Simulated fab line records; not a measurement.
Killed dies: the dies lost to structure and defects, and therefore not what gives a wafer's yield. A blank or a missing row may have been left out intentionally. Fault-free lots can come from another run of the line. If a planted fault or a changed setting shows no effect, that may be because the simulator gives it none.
Comparing a struck lot with a sound one ; flow n5-finfet ; 37 out of 1938 route steps
Sound: these wafers, L533.1, L533.2, L533.3. Wafers L527.1, L527.3, L527.5 were the ones struck. The cause is given at the end.
Order at every step that has rows: each side's tool, ch and its chambers, its first start. Under that, the readings that differ: sound wafers ; struck wafers ; difference of the means ; sigmas: that difference in standard deviations of wafers without a fault.
alike: readings with means less than 2 such deviations apart, plus words and numbers identical on both sides. not compared: withheld readings, readings lacking a value on some wafer, bounds such as >300 that could conceal the same value, and numbers that have no deviation in the record and whose values overlap.
The two part at a step that has a row with sigmas, a row that says differs or no value, or rows on one side only. Numbers that don't overlap but have no deviation are shown without sigmas and don't part them. A reading that every wafer of one side lacks parts them only if that side has two wafers or more.

first, 9 steps without rows for these wafers: N5_BEOL_M4_ANNEAL_95 (time 240 s); N5_BEOL_M4_SPUTTER_96 (material Cu, target thk 4.5 nm, time 8.29 s); N5_BEOL_M4_ECD_50 (material Cu, target thk 300 nm); N5_BEOL_M4_ANNEAL_51 (time 90 s); N5_BEOL_M4_CMP_52 (polishes, stops on SiOC, t overpolish 6.8 s, target thk 40 nm); N5_BEOL_M4_PRE_CLEAN_60 (time 15 s); N5_BEOL_M4_CO_CAP_55 (material Co, precursor CCTBA/H2, target thk 2 nm, time 102.1 s); N5_BEOL_M4_PRE_CLEAN_56 (time 15 s); N5_BEOL_M4_DEP_57 (deposits SiCN from 3MS/NH3, target thk 8 nm, time 14 s).
N5_BEOL_M4_RC_MEAS_101:
  sound on prober-02 ch 0, day 12 18:53; struck on prober-01 ch 0, day 11 03:11
  alike: DIBL_N, DIBL_P, IOFF_N, IOFF_P, ION_N, ION_P, SS_N, SS_P, VT_N, VT_P
then, 24 steps without rows for these wafers: N5_BEOL_M5_ILD_DEP_00 (deposits SiCOH lowk from DEMS/porogen, target thk 140.64 nm, time 25.9 s); N5_BEOL_M5_CURE_79 (cures SiCOH lowk, time 240 s); N5_BEOL_M5_PECVD_70 (deposits SiO2 from TEOS/O2, target thk 16 nm, time 18 s); N5_BEOL_M5_HM_DEP_02 (deposits TiN, target thk 20 nm); N5_BEOL_M5_COAT_59 (time 60 s, resist thk 60 nm); N5_BEOL_M5_COAT_60 (time 60 s, resist thk 12 nm); N5_BEOL_M5_COAT_71 (time 60 s, resist thk 5 nm); N5_BEOL_M5_COAT_05 (resist thk 30 nm); N5_BEOL_M5_EBR_07; N5_BEOL_M5_SOFTBAKE_06 (time 60 s); N5_BEOL_M5_EXPOSE_08 (exposes mask M5, target cd 28 nm); N5_BEOL_M5_PEB_09 (peb time 60 s); N5_BEOL_M5_DEVELOP_10 (develop time 30 s); N5_BEOL_M5_DESCUM_16 (chemistry O2, time 7 s); N5_BEOL_M5_ETCH_72 (etches underlayer in N2/H2, target depth 6.5 nm, time 5.2 s); N5_BEOL_M5_ETCH_61 (etches SiARC in CF4, target depth 15.6 nm, time 26 s); N5_BEOL_M5_ETCH_62 (etches SOC in N2/H2, target depth 75 nm, overetch 15 nm, time 112.5 s); N5_BEOL_M5_STRIP_63 (strips in N2/H2); N5_BEOL_M5_STRIP_73 (strips in N2/H2); N5_BEOL_M5_STRIP_64 (strips in CF4); N5_BEOL_M5_HM_OPEN_17 (chemistry Cl2/BCl3, target TiN, target depth 20 nm, overetch 6 nm); N5_BEOL_M5_STRIP_19 (strips in O2); N5_BEOL_M5_COAT_65 (time 60 s, resist thk 60 nm); N5_BEOL_M5_COAT_66 (time 60 s, resist thk 12 nm).
N5_BEOL_M7_SPUTTER_48: material Cu, target thk 10 nm, time 1.667 s.
  struck on pvd-sputter-03, day 12 11:00; sound on pvd-sputter-01, day 14 00:53
  no value came back on the struck wafers for bias-v (V), cathode-dc-power-W (W), substrate-temp-c (C), throttle-valve-pct (%); on the sound wafers bias-v (V) reads 60.1 59.5 59.7
N5_BEOL_M7_CMP_52: polishes, stops on SiCOH lowk, t overpolish 6.9 s, target thk 80 nm.
  sound on cmp-02 ch 1,2,3, day 14 01:24; struck on cmp-02 ch 1,2, day 12 11:31
reading;sound;struck;difference;sigmas
time-to-endpoint-s (s);62.8 64.2 69.2;5.0 2.9 2.0;-62.1;-22
  alike: motor-current-A, platen-rpm
-- the record jumps here: 3 days lie between the struck wafers' starts before and after (it left off in module BEOL_M7 and takes up again in module PASSIVATION, whose first step shown is number 1936 of the route) --
N5_PASSIVATION_PROBE_49:
  struck on prober-01, day 15 08:42; sound on prober-01, day 16 22:32
reading;sound;struck;difference;sigmas
defect-limited-yield (%);91.6 91.5 90.4;0 0 0;-91;-65
killed_at_M4_up;21 16 19;1072 1069 1100;+1062;+99 or more
killed-dies;99 100 113;1180 1180 1180;+1076;+67
killed-on-rim;14 15 11;152 152 152;+139;+35
sort_bin_5_function (%);5.1 5.0 5.3;96.4 96.2 96.1;+91.1;+99 or more
sort-n-pass;1081 1080 1067;0 0 0;-1076;-67
sort-yield-pct (%);91.6 91.5 90.4;0 0 0;-91;-65
  alike: killed_at_M0_to_M3, killed-at-contacts, killed-at-front-end, killed-at-other, killed-open, killed-short, sort_bin_6_memory

== WHERE THEY PART ==
At N5_BEOL_M7_SPUTTER_48 first; at N5_PASSIVATION_PROBE_49 last (within this record only).

WHY: the cause the simulator had injected
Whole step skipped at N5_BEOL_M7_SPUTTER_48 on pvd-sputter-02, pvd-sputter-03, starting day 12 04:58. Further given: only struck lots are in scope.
